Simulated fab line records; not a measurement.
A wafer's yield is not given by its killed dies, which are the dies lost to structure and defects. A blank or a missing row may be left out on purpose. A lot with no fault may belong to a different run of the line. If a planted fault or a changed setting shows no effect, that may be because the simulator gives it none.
fab line records -- flow n5_finfet
[record] lots = 7, wafers = 21, last_day = 18
route steps=1938 shown BEOL_M9@1410 PASSIVATION@1936
lots with no fault: from the same line, run without faults
start_h: hours from the record's opening day to when the first of the lot's shown wafers began -- wait_h: time in hours since the lot's previous step -- " identical to the entry in the row above -- L1.1+2: one row covering several wafers at once -- - no value present, or no start provided -- * or withheld: withheld -- < > ~ a bound
route shown NAME@n: NAME is a module with steps in the file, n the number in the route of the first one -- usual: average and standard deviation across the fault-free wafers -- same: alike in all rows -- chamber/n: place in a boat -- sites: readings site by site -- _std_site: their standard deviation -- _edge_site: inner sites' mean taken away from outer sites' mean -- radius_mm: how far each site lies from the wafer's centre -- mask NAME#n: copy n -- behind: the most recent tool/chamber to have shaped the wafer -- hold: why the lot was held/for how many hours/how that ended -- device: whichever transistor did not switch (one of n, p or np) -- end of line: the route-end tests of the same wafers -- for a step that has no rows: nothing shown but its recipe -- killed: dies that structure and defects cost at the first sort, which is not the same as the wafer's yield -- map: a wafer's dies, marking killed ones x, the rest . and places with no die _
set.NAME: the setting that was run; set.NAME@STEP: the one run at that earlier step -- model.NAME: the simulator's own value behind a step, which no gauge read
a table for each step, a row for each wafer; lots at some steps of the route
services: from which hour (start_h, from the record's first day; less than 0 if before it) a tool's chamber was out of use, for how many hours, and why
[[steps]]
[step N5_BEOL_M9_SOFTBAKE_06]
[recipe] temp_c = 110, time_s = 60, resist = CAR-ArF
[step N5_BEOL_M9_EXPOSE_08]
[recipe] mask_id = M9, na = 1.35, source_shape = dipole, sigma_inner = 0.411, sigma_outer = 0.611, polarization = te, dose_mj = 53.75
[step N5_BEOL_M9_PEB_09]
[recipe] peb_temp_c = withheld, peb_time_s = 60, resist = CAR-ArF
[step N5_BEOL_M9_DEVELOP_10]
[recipe] develop_time_s = 30, developer = TMAH, resist = CAR-ArF, rinse_liquid = diw, dry = air_spin, dev_temp_c = 23
[step N5_BEOL_M9_CD_MEAS_11]
[recipe] target_cd_nm = 64.1, landing_energy_ev = 500, detector = se_inlens, polarity = opening
[usual] cd_nm = 64.2/0.7
lot.wafer,tool,chamber,start_h,wait_h,cd_nm
L843.1,cd_sem-03,0,246.74,-,63.9
L843.2,cd_sem-03,0,246.74,-,64.1
L843.3,cd_sem-03,0,246.74,-,64.4
L844.1,cd_sem-03,0,251.37,-,64.5
L844.3,cd_sem-03,0,251.37,-,64.7
L844.4,cd_sem-03,0,251.37,-,65.1
L854.2,cd_sem-03,0,317.66,-,64.2
L854.4,cd_sem-03,0,317.66,-,63.6
L854.5,cd_sem-03,0,317.66,-,64.4
L859.2,cd_sem-03,0,329.10,-,65.6
L859.3,cd_sem-03,0,329.10,-,65.2
L859.5,cd_sem-03,0,329.10,-,65.2
L858.4,cd_sem-03,0,334.69,-,63.0
L858.5,cd_sem-03,0,334.69,-,62.7
L858.6,cd_sem-03,0,334.69,-,63.6
L863.3,cd_sem-03,0,371.78,-,63.6
L863.5,cd_sem-03,0,371.78,-,63.4
L863.6,cd_sem-03,0,371.78,-,63.7
L864.1,cd_sem-03,0,377.63,-,65.4
L864.4,cd_sem-03,0,377.63,-,65.0
L864.6,cd_sem-03,0,377.63,-,64.8
[step N5_BEOL_M9_OVL_MEAS_12]
[recipe] points_per_wafer = 44
[usual] M9_OVL = 0.1/0.76
lot.wafer,tool,chamber,start_h,wait_h,M9_OVL[nm]
L843.1,overlay-02,0,246.77,0.0,-1.2
L843.2,overlay-02,0,246.77,0.0,-0.4
L843.3,overlay-02,0,246.77,0.0,-1.5
L844.1,overlay-01,0,251.40,0.0,-0.6
L844.3,overlay-01,0,251.40,0.0,-0.2
L844.4,overlay-01,0,251.40,0.0,-1.0
L854.2,overlay-02,0,317.69,0.0,-0.7
L854.4,overlay-02,0,317.69,0.0,-0.9
L854.5,overlay-02,0,317.69,0.0,0.4
L859.2,overlay-01,0,329.12,0.0,-0.3
L859.3,overlay-01,0,329.12,0.0,-0.1
L859.5,overlay-01,0,329.12,0.0,-0.7
L858.4,overlay-02,0,334.71,0.0,-0.4
L858.5,overlay-02,0,334.71,0.0,1.0
L858.6,overlay-02,0,334.71,0.0,1.0
L863.3,overlay-01,0,371.81,0.0,1.7
L863.5,overlay-01,0,371.81,0.0,1.6
L863.6,overlay-01,0,371.81,0.0,1.5
L864.1,overlay-01,0,377.66,0.0,-0.3
L864.4,overlay-01,0,377.66,0.0,0.2
L864.6,overlay-01,0,377.66,0.0,0.5
[step N5_BEOL_M9_INSPECT_13]
[recipe] mode = adi, inspect_instrument = brightfield
[usual] raw_defect_count = 404/90
lot.wafer,tool,chamber,start_h,wait_h,raw_defect_count
L843.1,defect_inspect-01,-,246.79,0.0,311
L843.2,defect_inspect-01,-,246.79,0.0,381
L843.3,defect_inspect-01,-,246.79,0.0,296
L844.1,defect_inspect-01,-,251.43,0.0,403
L844.3,defect_inspect-01,-,251.43,0.0,410
L844.4,defect_inspect-01,-,251.43,0.0,498
L854.2,defect_inspect-02,-,317.72,0.0,575
L854.4,defect_inspect-02,-,317.72,0.0,530
L854.5,defect_inspect-02,-,317.72,0.0,409
L859.2,defect_inspect-02,-,329.15,0.0,327
L859.3,defect_inspect-02,-,329.15,0.0,351
L859.5,defect_inspect-02,-,329.15,0.0,383
L858.4,defect_inspect-01,-,334.74,0.0,294
L858.5,defect_inspect-01,-,334.74,0.0,236
L858.6,defect_inspect-01,-,334.74,0.0,298
L863.3,defect_inspect-01,-,371.83,0.0,501
L863.5,defect_inspect-01,-,371.83,0.0,358
L863.6,defect_inspect-01,-,371.83,0.0,365
L864.1,defect_inspect-01,-,377.68,0.0,564
L864.4,defect_inspect-01,-,377.68,0.0,518
L864.6,defect_inspect-01,-,377.68,0.0,515
[step N5_BEOL_M9_DESCUM_16]
[recipe] chemistry = O2, time_s = 7.9, source_power_w = 50, bias_power_w = 20, pressure_mtorr = 20, rf_frequency_hz = 2.712e+07, temp_c = 40, resist = CAR-ArF, o2_flow_sccm = 225
[usual] drypump_motor_current_A = 5.6/0.45, oes_product_au = 0.81/0.08, rf_vpp_V = 243.5/1.6, showerhead_plenum_p_Torr = 2.11/0.087, throttle_valve_pct = 20.50/0.2
lot.wafer,tool,chamber,start_h,wait_h,drypump_motor_current_A,oes_product_au,rf_hours_counter_h,rf_vpp_V,showerhead_plenum_p_Torr,throttle_valve_pct
L843.1,rie_diel-04,2,246.92,0.1,6.1,0.84,58,246.2,2.19,20.55
L843.2,rie_diel-04,3,246.92,0.1,6.2,0.78,141,241.6,2.03,20.86
L843.3,rie_diel-04,0,246.92,0.1,4.8,0.88,27,245.5,2.23,20.30
L844.1,rie_diel-02,2,251.46,0.0,5.8,0.85,53,244.4,2.21,20.37
L844.3,rie_diel-02,1,251.46,0.0,5.1,0.90,31,242.2,2.04,20.43
L844.4,rie_diel-02,0,251.46,0.0,5.7,0.70,211,243.3,2.08,20.76
L854.2,rie_diel-04,0,318.12,0.4,4.8,0.85,50,244.9,2.22,20.32
L854.4,rie_diel-04,1,318.12,0.4,5.2,0.97,10,242.9,2.04,20.17
L854.5,rie_diel-04,3,318.12,0.4,6.2,0.76,-,242.2,2.02,20.89
L859.2,rie_diel-05,1,329.18,0.0,6.3,0.68,233,243.5,2.07,20.82
L859.3,rie_diel-05,0,329.18,0.0,5.4,0.94,10,242.7,2.22,20.27
L859.5,rie_diel-05,1,329.18,0.0,6.3,0.68,-,243.1,2.07,20.81
L858.4,rie_diel-02,1,334.77,0.0,5.1,0.85,58,242.0,2.03,20.49
L858.5,rie_diel-02,3,334.77,0.0,5.7,0.84,-,243.3,2.03,20.48
L858.6,rie_diel-02,2,334.77,0.0,5.8,0.80,-,245.3,2.20,20.42
L863.3,rie_diel-02,3,371.87,0.0,5.7,0.84,85,242.4,2.03,20.50
L863.5,rie_diel-02,1,371.87,0.0,5.0,0.84,-,242.4,2.02,20.51
L863.6,rie_diel-02,2,371.87,0.0,5.8,0.80,-,245.9,2.20,20.40
L864.1,rie_diel-05,3,377.77,0.1,5.9,0.80,101,244.1,2.20,20.36
L864.4,rie_diel-05,2,377.77,0.1,5.5,0.76,149,240.5,2.01,20.62
L864.6,rie_diel-05,3,377.77,0.1,5.9,0.80,-,245.6,2.20,20.36
[step N5_BEOL_M9_ETCH_61]
[recipe] chemistry = CF4, target = SiARC, target_depth_a = 390, mask_material = CAR-ArF, time_s = 65, ion_energy_ev = 80, pressure_mtorr = 40, source_w = 545, bias_w = 36, Ar_flow_sccm = 100, cf4_flow_sccm = 100, ends = cleared
[usual] drypump_motor_current_A = 5.6/0.45, etch_rf_on_time_s = 64.6/1.4, oes_product_au = 0.70/0.069, rf_vpp_V = 184.3/1.4, showerhead_plenum_p_Torr = 2.16/0.084, throttle_valve_pct = 15.66/0.2
lot.wafer,tool,chamber,start_h,wait_h,drypump_motor_current_A,etch_rf_on_time_s,oes_product_au,rf_hours_counter_h,rf_vpp_V,showerhead_plenum_p_Torr,throttle_valve_pct
L843.1,rie_diel-04,2,246.95,0.0,6.2,63.8,0.71,58,187.8,2.27,15.89
L843.2,rie_diel-04,3,246.95,0.0,6.1,65.7,0.66,141,182.5,2.06,15.85
L843.3,rie_diel-04,0,246.95,0.0,4.8,63.3,0.76,27,185.2,2.26,15.40
L844.1,rie_diel-02,2,251.50,0.0,5.8,64.3,0.73,53,187.1,2.26,15.52
L844.3,rie_diel-02,1,251.50,0.0,5.1,61.8,0.78,31,183.7,2.11,15.71
L844.4,rie_diel-02,0,251.50,0.0,5.7,65.1,0.60,211,182.2,2.12,15.89
L854.2,rie_diel-04,0,318.16,0.0,4.8,63.4,0.72,50,184.7,2.25,15.43
L854.4,rie_diel-04,1,318.16,0.0,5.2,65.8,0.81,10,183.8,2.10,15.34
L854.5,rie_diel-04,3,318.16,0.0,6.2,64.6,0.65,-,182.6,2.05,15.87
L859.2,rie_diel-05,1,329.22,0.0,6.3,68.2,0.57,234,184.4,2.11,15.92
L859.3,rie_diel-05,0,329.22,0.0,5.4,64.8,0.80,10,185.3,2.27,15.35
L859.5,rie_diel-05,1,329.22,0.0,6.3,68.2,0.56,-,185.3,2.11,15.91
L858.4,rie_diel-02,1,334.80,0.0,5.1,62.8,0.73,58,183.6,2.10,15.78
L858.5,rie_diel-02,3,334.80,0.0,5.7,63.9,0.72,-,184.8,2.08,15.60
L858.6,rie_diel-02,2,334.80,0.0,5.8,65.7,0.69,-,185.4,2.25,15.55
L863.3,rie_diel-02,3,371.90,0.0,5.7,63.2,0.71,85,184.2,2.08,15.66
L863.5,rie_diel-02,1,371.90,0.0,5.1,62.0,0.72,-,182.5,2.10,15.81
L863.6,rie_diel-02,2,371.90,0.0,5.8,64.9,0.69,-,185.3,2.24,15.56
L864.1,rie_diel-05,3,377.81,0.0,5.9,64.5,0.68,101,185.1,2.24,15.52
L864.4,rie_diel-05,2,377.81,0.0,5.5,65.7,0.64,149,183.9,2.06,15.76
L864.6,rie_diel-05,3,377.81,0.0,5.9,64.0,0.68,-,187.0,2.24,15.52
[step N5_BEOL_M9_ETCH_62]
[recipe] chemistry = N2/H2, target = SOC, target_depth_a = 1100, overetch_a = 220, mask_material = SiARC, temp_c = 40, time_s = 165, ion_energy_ev = 200, pressure_mtorr = 30, source_w = 840, bias_w = 150, n2_flow_sccm = 200, h2_flow_sccm = 200
[usual] drypump_motor_current_A = 5.6/0.45, n2_flow_sccm = 200.0/0.68, oes_product_au = 0.69/0.063, rf_vpp_V = 524/3.2, showerhead_plenum_p_Torr = 2.57/0.11, throttle_valve_pct = 17.96/0.2
lot.wafer,tool,chamber,start_h,wait_h,drypump_motor_current_A,n2_flow_sccm,oes_product_au,rf_hours_counter_h,rf_vpp_V,showerhead_plenum_p_Torr,throttle_valve_pct
L843.1,rie_diel-04,2,247.00,0.0,6.2,199.5,0.71,58,529,2.69,18.07
L843.2,rie_diel-04,3,247.00,0.0,6.2,200.2,0.66,141,519,2.46,18.29
L843.3,rie_diel-04,0,247.00,0.0,4.8,199.6,0.74,27,529,2.71,17.65
L844.1,rie_diel-02,2,251.55,0.0,5.8,199.9,0.72,53,528,2.70,17.85
L844.3,rie_diel-02,1,251.55,0.0,5.1,200.5,0.75,31,521,2.48,17.91
L844.4,rie_diel-02,0,251.55,0.0,5.8,199.1,0.60,211,523,2.52,18.10
L854.2,rie_diel-04,0,318.21,0.0,4.8,201.2,0.71,50,526,2.70,17.69
L854.4,rie_diel-04,1,318.21,0.0,5.2,201.2,0.81,10,522,2.49,17.52
L854.5,rie_diel-04,3,318.21,0.0,6.2,201.4,0.63,-,522,2.46,18.34
L859.2,rie_diel-05,1,329.27,0.0,6.3,200.4,0.58,234,522,2.53,18.33
L859.3,rie_diel-05,0,329.27,0.0,5.4,199.4,0.79,10,529,2.73,17.88
L859.5,rie_diel-05,1,329.27,0.0,6.3,201.0,0.58,-,523,2.53,18.31
L858.4,rie_diel-02,1,334.85,0.0,5.1,199.5,0.71,58,522,2.47,17.95
L858.5,rie_diel-02,3,334.85,0.0,5.7,200.9,0.71,-,523,2.49,18.06
L858.6,rie_diel-02,2,334.85,0.0,5.8,199.9,0.69,-,529,2.68,17.91
L863.3,rie_diel-02,3,371.95,0.0,5.7,199.1,0.69,85,523,2.48,18.08
L863.5,rie_diel-02,1,371.95,0.0,5.1,199.8,0.70,-,521,2.47,17.97
L863.6,rie_diel-02,2,371.95,0.0,5.8,201.0,0.68,-,527,2.68,17.92
L864.1,rie_diel-05,3,377.86,0.0,5.9,199.5,0.67,101,528,2.68,17.77
L864.4,rie_diel-05,2,377.86,0.0,5.6,200.0,0.64,149,520,2.44,17.98
L864.6,rie_diel-05,3,377.86,0.0,5.9,199.4,0.67,-,528,2.68,17.78
[step N5_BEOL_M9_STRIP_68]
[recipe] chemistry = N2/H2, temp_c = 40, n2_flow_sccm = 200, h2_flow_sccm = 200, rf_frequency_hz = 6e+07
[step N5_BEOL_M9_STRIP_67]
[recipe] chemistry = CF4, resist = SiARC, power_w = 300, bias_power_w = 75, pressure_mtorr = 50, cf4_flow_sccm = 150, rf_frequency_hz = 6e+07
[usual] drypump_motor_current_A = 5.6/0.45, oes_product_au = 0.81/0.075, rf_vpp_V = 271.6/1.8, showerhead_plenum_p_Torr = 1.81/0.074, throttle_valve_pct = 13.62/0.2
lot.wafer,tool,chamber,start_h,wait_h,drypump_motor_current_A,oes_product_au,rf_hours_counter_h,rf_vpp_V,showerhead_plenum_p_Torr,throttle_valve_pct
L843.1,rie_diel-04,2,247.15,0.0,6.1,0.83,58,273.1,1.90,13.81
L843.2,rie_diel-04,3,247.15,0.0,6.2,0.76,141,269.4,1.71,13.76
L843.3,rie_diel-04,0,247.15,0.0,4.8,0.87,27,272.9,1.89,13.33
L844.1,rie_diel-02,2,251.69,0.0,5.8,0.84,53,272.4,1.90,13.50
L844.3,rie_diel-02,1,251.69,0.0,5.1,0.88,31,269.6,1.77,13.61
L844.4,rie_diel-02,0,251.69,0.0,5.7,0.71,211,272.6,1.77,13.89
L854.2,rie_diel-04,0,318.36,0.0,4.8,0.84,51,273.8,1.88,13.38
L854.4,rie_diel-04,1,318.36,0.0,5.2,0.96,10,269.9,1.74,13.26
L854.5,rie_diel-04,3,318.36,0.0,6.2,0.75,-,270.7,1.71,13.78
L859.2,rie_diel-05,1,329.41,0.0,6.3,0.68,234,270.7,1.77,13.92
L859.3,rie_diel-05,0,329.41,0.0,5.4,0.93,10,273.8,1.91,13.32
L859.5,rie_diel-05,1,329.41,0.0,6.3,0.68,-,270.9,1.77,13.91
L858.4,rie_diel-02,1,335.00,0.0,5.1,0.85,58,270.6,1.77,13.69
L858.5,rie_diel-02,3,335.00,0.0,5.7,0.85,-,269.7,1.74,13.53
L858.6,rie_diel-02,2,335.00,0.0,5.8,0.81,-,273.8,1.89,13.56
L863.3,rie_diel-02,3,372.10,0.0,5.7,0.83,85,268.8,1.74,13.57
L863.5,rie_diel-02,1,372.10,0.0,5.1,0.82,-,268.7,1.76,13.73
L863.6,rie_diel-02,2,372.10,0.0,5.9,0.81,-,274.5,1.89,13.58
L864.1,rie_diel-05,3,378.00,0.0,5.9,0.79,101,272.2,1.88,13.49
L864.4,rie_diel-05,2,378.00,0.0,5.5,0.75,149,268.7,1.73,13.74
L864.6,rie_diel-05,3,378.00,0.0,5.9,0.79,-,274.4,1.88,13.49
[step N5_BEOL_M9_HM_OPEN_17]
[recipe] chemistry = Cl2/BCl3, target_depth_a = 200, overetch_a = 60, target = TiN, mask_material = SOC, ion_energy_ev = 150, pressure_mtorr = 10, icp_w = 1000, bias_w = 126, Cl2_flow_sccm = 53.25, bcl3_flow_sccm = 21.75, Ar_flow_sccm = 25
[usual] drypump_motor_current_A = 5.65/0.25, oes_product_au = 0.71/0.087, throttle_valve_pct = 22.19/0.28
lot.wafer,tool,chamber,start_h,wait_h,drypump_motor_current_A,oes_product_au,rf_hours_counter_h,throttle_valve_pct,model.SOC_of_BEOL_M9_COAT_59.thk_nm
L843.1,rie_metal-02,0,247.19,0.0,5.78,0.82,2,22.37,92.4
L843.2,rie_metal-02,1,247.19,0.0,5.94,0.52,119,22.63,92.6
L843.3,rie_metal-02,1,247.19,0.0,5.93,0.51,-,22.63,92.4
L844.1,rie_metal-02,1,251.73,0.0,5.91,0.52,119,22.65,91.8
L844.3,rie_metal-02,1,251.73,0.0,5.91,0.52,-,22.64,92
L844.4,rie_metal-02,0,251.73,0.0,5.78,0.82,-,22.35,91.6
L854.2,rie_metal-02,1,318.40,0.0,5.89,0.79,3,22.30,91.6
L854.4,rie_metal-02,0,318.40,0.0,5.80,0.75,-,22.40,91.8
L854.5,rie_metal-02,1,318.40,0.0,5.87,0.79,-,22.30,92.8
L859.2,rie_metal-02,1,329.45,0.0,5.89,0.78,4,22.28,92
L859.3,rie_metal-02,0,329.45,0.0,5.77,0.76,-,22.38,93.4
L859.5,rie_metal-02,1,329.45,0.0,5.92,0.79,-,22.29,93.2
L858.4,rie_metal-02,0,335.07,0.1,5.80,0.76,-,22.40,91.6
L858.5,rie_metal-02,1,335.07,0.1,5.91,0.78,-,22.26,92.6
L858.6,rie_metal-02,0,335.07,0.1,5.76,0.75,-,22.39,91.6
L863.3,rie_metal-01,1,372.17,0.1,5.36,0.55,-,22.59,92.2
L863.5,rie_metal-01,0,372.17,0.1,5.57,0.69,-,22.00,91.8
L863.6,rie_metal-01,1,372.17,0.1,5.37,0.54,-,22.58,92
L864.1,rie_metal-03,0,378.04,0.0,5.92,0.73,19,21.84,91.8
L864.4,rie_metal-03,1,378.04,0.0,5.31,0.67,-,21.97,92.4
L864.6,rie_metal-03,0,378.04,0.0,5.91,0.73,-,21.85,92
[step N5_BEOL_M9_STRIP_19]
[recipe] chemistry = O2, power_w = 400, temp_c = 40, pressure_mtorr = 30, rf_frequency_hz = 6e+07, bias_power_w = 0, overash_fraction = 0.2, o2_flow_sccm = 225
[usual] drypump_motor_current_A = 5.6/0.44, oes_product_au = 0.81/0.08, rf_vpp_V = 3.6/0.63, showerhead_plenum_p_Torr = 2.11/0.085, throttle_valve_pct = 16.74/0.21
lot.wafer,tool,chamber,start_h,wait_h,drypump_motor_current_A,oes_product_au,rf_hours_counter_h,rf_vpp_V,showerhead_plenum_p_Torr,throttle_valve_pct
L843.1,rie_diel-02,3,247.30,0.1,5.7,0.89,42,2.8,2.04,16.63
L843.2,rie_diel-02,2,247.30,0.1,5.9,0.85,52,3.8,2.22,16.58
L843.3,rie_diel-02,1,247.30,0.1,5.1,0.90,30,4.3,2.04,16.65
L844.1,rie_diel-04,1,251.85,0.1,5.2,0.69,247,3.5,2.05,16.82
L844.3,rie_diel-04,3,251.85,0.1,6.2,0.77,142,2.7,2.03,17.04
L844.4,rie_diel-04,2,251.85,0.1,6.1,0.83,60,3.9,2.20,16.81
L854.2,rie_diel-02,1,318.51,0.1,5.1,0.88,55,3.7,2.03,16.69
L854.4,rie_diel-02,2,318.51,0.1,5.8,0.82,75,3.9,2.21,16.62
L854.5,rie_diel-02,0,318.51,0.1,5.8,0.68,-,4.0,2.08,17.07
L859.2,rie_diel-04,1,329.56,0.1,5.2,0.98,13,4.5,2.04,16.40
L859.3,rie_diel-04,3,329.56,0.1,6.2,0.75,166,4.6,2.02,17.09
L859.5,rie_diel-04,2,329.56,0.1,6.1,0.80,-,4.4,2.19,16.83
L858.4,rie_diel-02,3,335.26,0.2,5.8,0.85,70,5.7,2.03,16.67
L858.5,rie_diel-02,1,335.26,0.2,5.1,0.85,-,3.3,2.03,16.69
L858.6,rie_diel-02,2,335.26,0.2,5.8,0.82,-,3.0,2.21,16.63
L863.3,rie_diel-02,3,372.26,0.1,5.7,0.83,85,2.6,2.03,16.72
L863.5,rie_diel-02,2,372.26,0.1,5.9,0.82,-,4.3,2.21,16.64
L863.6,rie_diel-02,1,372.26,0.1,5.0,0.85,-,5.1,2.03,16.71
L864.1,rie_diel-05,3,378.15,0.1,5.9,0.81,101,3.3,2.20,16.58
L864.4,rie_diel-05,1,378.15,0.1,6.3,0.67,248,3.0,2.07,17.06
L864.6,rie_diel-05,3,378.15,0.1,5.9,0.81,-,4.4,2.20,16.57
[step N5_PASSIVATION_PROBE_49]
[usual] defect_limited_yield = 91.1/1.5, killed_at_M0_to_M3 = 33/9.9, killed_at_M4_up = 14/5.2, killed_at_contacts = 12/6.7, killed_at_front_end = 43/13, killed_at_other = 3.4/2.7, killed_dies = 105/17, killed_on_rim = 14/4.2, killed_open = 69/13, killed_short = 33/7.5, sort_bin_5_function = 5.2/0.91, sort_bin_6_memory = 3.3/0.71, sort_n_pass = 1075/17, sort_yield_pct = 91.1/1.5
[same] gross_dies = 1180, killed_at_back_side = 0, sort_bin_4_leakage[%] = 0, sort_bin_8_speed[%] = 0
lot.wafer,tool,chamber,start_h,wait_h,defect_limited_yield[%],killed_at_M0_to_M3,killed_at_M4_up,killed_at_contacts,killed_at_front_end,killed_at_other,killed_dies,killed_on_rim,killed_open,killed_short,sort_bin_5_function[%],sort_bin_6_memory[%],sort_n_pass,sort_yield_pct[%]
L843.1,prober-02,-,316.21,0.0,91.1,30,10,10,45,10,105,11,68,30,4.8,3.1,1075,91.1
L843.2,prober-02,-,316.26,0.1,91.0,47,17,4,33,5,106,13,72,34,5.3,3.6,1074,91.0
L843.3,prober-02,-,316.31,0.1,91.9,39,13,14,28,2,96,11,66,30,3.8,4.0,1084,91.9
L844.1,prober-02,-,317.85,0.0,90.6,50,12,15,33,1,111,17,76,35,5.8,3.3,1069,90.6
L844.4,prober-02,-,318.00,0.2,94.1,15,11,8,34,2,70,9,42,28,3.0,2.9,1110,94.1
L859.2,prober-02,-,388.24,0.1,93.6,12,19,13,30,1,75,11,49,23,3.2,2.8,1105,93.6
L859.3,prober-02,-,388.29,0.1,91.9,21,10,28,32,4,95,18,71,22,4.7,3.2,1085,91.9
L859.5,prober-02,-,388.39,0.2,93.5,18,15,8,33,3,77,12,46,30,3.5,2.6,1103,93.5
L858.4,prober-02,-,397.58,0.2,89.7,46,18,6,50,2,122,13,75,44,5.8,4.4,1058,89.7
L858.5,prober-02,-,397.63,0.2,89.8,52,13,13,40,2,120,17,78,38,6.4,3.7,1060,89.8
L858.6,prober-02,-,397.68,0.3,87.6,42,14,24,65,1,146,19,88,52,7.5,4.5,1034,87.6
L864.1,prober-01,-,438.35,0.0,88.6,36,16,14,62,7,135,12,98,36,6.7,4.5,1045,88.6
L864.4,prober-01,-,438.50,0.2,92.9,27,11,14,29,3,84,11,62,20,4.3,2.4,1096,92.9
L864.6,prober-01,-,438.60,0.3,91.7,33,10,11,42,2,98,16,64,32,4.7,3.0,1082,91.7
// killed by level:class
L843.1 BEOL_M2:geometric_particle:open=12 MOL_CONTACT_COAG:geometric_particle:open=8 STI_FIN_REVEAL:geometric_particle:open=7 HKMG_FIN:area_etch=7 FIN_SAQP:geometric_particle:short=6 DUMMY_GATE:geometric_particle:open=5 GATE_CUT:geometric_particle:short=5 BEOL_M3:geometric_particle:open=5
L843.2 BEOL_M0:geometric_particle:open=15 BEOL_M2:geometric_particle:open=11 STI_FIN_REVEAL:geometric_particle:open=8 BEOL_M0_SAQP:geometric_particle:short=7 GATE_CUT:geometric_particle:open=6 BEOL_M4:geometric_particle:open=6 GATE_CUT:geometric_particle:short=5 BEOL_M0_SAQP:geometric_particle:open=4
L843.3 MOL_CONTACT_COAG:geometric_particle:open=11 BEOL_M2:geometric_particle:open=9 GATE_CUT:geometric_particle:short=8 BEOL_M0_SAQP:geometric_particle:open=8 BEOL_M0_SAQP:geometric_particle:short=6 BEOL_M4:geometric_particle:open=5 FIN_SAQP:geometric_particle:open=4 BEOL_M1:geometric_particle:open=4
L844.1 BEOL_M1:geometric_particle:open=20 MOL_CONTACT_COAG:geometric_particle:open=12 STI_FIN_REVEAL:geometric_particle:open=9 BEOL_M3:geometric_particle:open=9 BEOL_M0:geometric_particle:open=5 STI_FIN_REVEAL:geometric_particle:short=4 GATE_CUT:geometric_particle:short=4 BEOL_M0_SAQP:geometric_particle:open=4
L844.4 MOL_CONTACT_COAG:geometric_particle:open=7 STI_FIN_REVEAL:geometric_particle:open=6 FIN_SAQP:geometric_particle:open=5 STI_FIN_REVEAL:geometric_particle:short=4 BEOL_M5:geometric_particle:open=4 FIN_SAQP:geometric_particle:short=3 DUMMY_GATE:geometric_particle:open=3 BEOL_M1:geometric_particle:short=3
L859.2 MOL_CONTACT_COAG:geometric_particle:open=11 BEOL_M4:geometric_particle:open=8 FIN_SAQP:geometric_particle:open=6 BEOL_M2:geometric_particle:open=6 FIN_SAQP:geometric_particle:short=4 GATE_CUT:geometric_particle:short=4 BEOL_M5:geometric_particle:open=4 DUMMY_GATE:geometric_particle:open=3
L859.3 MOL_CONTACT_COAG:geometric_particle:open=26 STI_FIN_REVEAL:geometric_particle:open=11 BEOL_M3:geometric_particle:open=11 BEOL_M4:geometric_particle:open=5 FIN_SAQP:geometric_particle:open=4 FIN_SAQP:geometric_particle:short=4 GATE_CUT:geometric_particle:short=4 BEOL_M3:geometric_particle:short=3
L859.5 FIN_SAQP:geometric_particle:short=11 MOL_CONTACT_COAG:geometric_particle:open=8 STI_FIN_REVEAL:geometric_particle:open=5 BEOL_M3:geometric_particle:open=5 BEOL_M4:geometric_particle:open=5 GATE_CUT:geometric_particle:short=4 BEOL_M1:geometric_particle:open=4 BEOL_M4:geometric_particle:short=4
L858.4 FIN_SAQP:geometric_particle:open=15 FIN_SAQP:geometric_particle:short=11 BEOL_M0_SAQP:geometric_particle:open=11 BEOL_M4:geometric_particle:open=10 BEOL_M0_SAQP:geometric_particle:short=9 STI_FIN_REVEAL:geometric_particle:open=8 BEOL_M3:geometric_particle:open=8 MOL_CONTACT_COAG:geometric_particle:open=6
L858.5 BEOL_M3:geometric_particle:open=13 FIN_SAQP:geometric_particle:open=12 BEOL_M0_SAQP:geometric_particle:open=12 BEOL_M0_SAQP:geometric_particle:short=11 MOL_CONTACT_COAG:geometric_particle:open=10 STI_FIN_REVEAL:geometric_particle:open=8 FIN_SAQP:geometric_particle:short=6 BEOL_M0:geometric_particle:open=6
L858.6 FIN_SAQP:geometric_particle:open=24 MOL_CONTACT_COAG:geometric_particle:open=19 FIN_SAQP:geometric_particle:short=17 BEOL_M0_SAQP:geometric_particle:short=13 BEOL_M0_SAQP:geometric_particle:open=10 GATE_CUT:geometric_particle:short=5 MOL_CONTACT_COAG:geometric_particle:short=5 BEOL_M3:geometric_particle:open=5
L864.1 STI_FIN_REVEAL:geometric_particle:open=20 BEOL_M4:geometric_particle:open=12 FIN_SAQP:geometric_particle:open=11 MOL_CONTACT_COAG:geometric_particle:open=11 BEOL_M0_SAQP:geometric_particle:open=10 BEOL_M0_SAQP:geometric_particle:short=8 FIN_SAQP:geometric_particle:short=7 BEOL_M1:geometric_particle:open=6
L864.4 MOL_CONTACT_COAG:geometric_particle:open=11 BEOL_M2:geometric_particle:open=6 BEOL_M4:geometric_particle:open=6 STARTING-WAFER:geometric_particle:open=6 FIN_SAQP:geometric_particle:open=5 GATE_CUT:geometric_particle:open=5 BEOL_M3:geometric_particle:open=5 STI_FIN_REVEAL:geometric_particle:open=4
L864.6 STI_FIN_REVEAL:geometric_particle:open=12 MOL_CONTACT_COAG:geometric_particle:open=8 BEOL_M0_SAQP:geometric_particle:short=8 BEOL_M3:geometric_particle:open=7 BEOL_M2:geometric_particle:open=6 FIN_SAQP:geometric_particle:open=4 BEOL_M4:geometric_particle:open=4 FIN_SAQP:geometric_particle:short=3
[[services]]
tool,chamber,start_h,hours,kind
rie_diel-05,1,238.66,19.1,repair
rie_diel-02,3,253.47,2.3,repair
rie_metal-03,-,255.54,1.1,repair
rie_diel-04,1,263.33,-,clean
rie_diel-04,1,263.33,-,consumable_replace:focus_ring
rie_diel-04,1,263.33,21.3,scheduled_down
rie_diel-04,1,263.33,21.3,vent_cycle
rie_metal-02,1,267.63,2.0,repair
rie_diel-05,0,273.24,-,clean
rie_diel-05,0,273.24,-,consumable_replace:focus_ring
rie_diel-05,0,273.24,-,consumable_replace:showerhead
rie_metal-02,1,279.52,-,clean
rie_metal-02,1,279.52,18.6,scheduled_down
rie_metal-02,1,279.52,18.6,vent_cycle
rie_metal-01,-,329.92,2.6,repair
rie_diel-04,3,352.37,5.9,repair
rie_metal-02,1,360.90,5.3,repair
rie_diel-05,3,368.86,6.4,repair
rie_diel-02,0,371.14,-,clean
rie_diel-02,0,371.14,-,consumable_replace:focus_ring
rie_diel-02,0,371.14,15.0,scheduled_down
rie_diel-02,0,371.14,15.0,vent_cycle
rie_diel-05,-,372.88,0.2,repair
[[key]]
first_sign none at tools or gauges
[model_effect] step = N5_BEOL_M9_HM_OPEN_17, value = SOC_of_BEOL_M9_COAT_59.thk_nm, without = 91.75, struck = 93
met_at N5_BEOL_M9_HM_OPEN_17
struck_wafers L854.5,L858.5,L859.3,L859.5
onset_between 251.73 318.40
[fault] kind = process_parameter_drift, tool = rie_metal-02, chamber = -, onset_h = 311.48, steps = N5_BEOL_M9_HM_OPEN_17, channel = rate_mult, offset = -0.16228, shape = step, end_h = 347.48, scope = struck_wafers_only
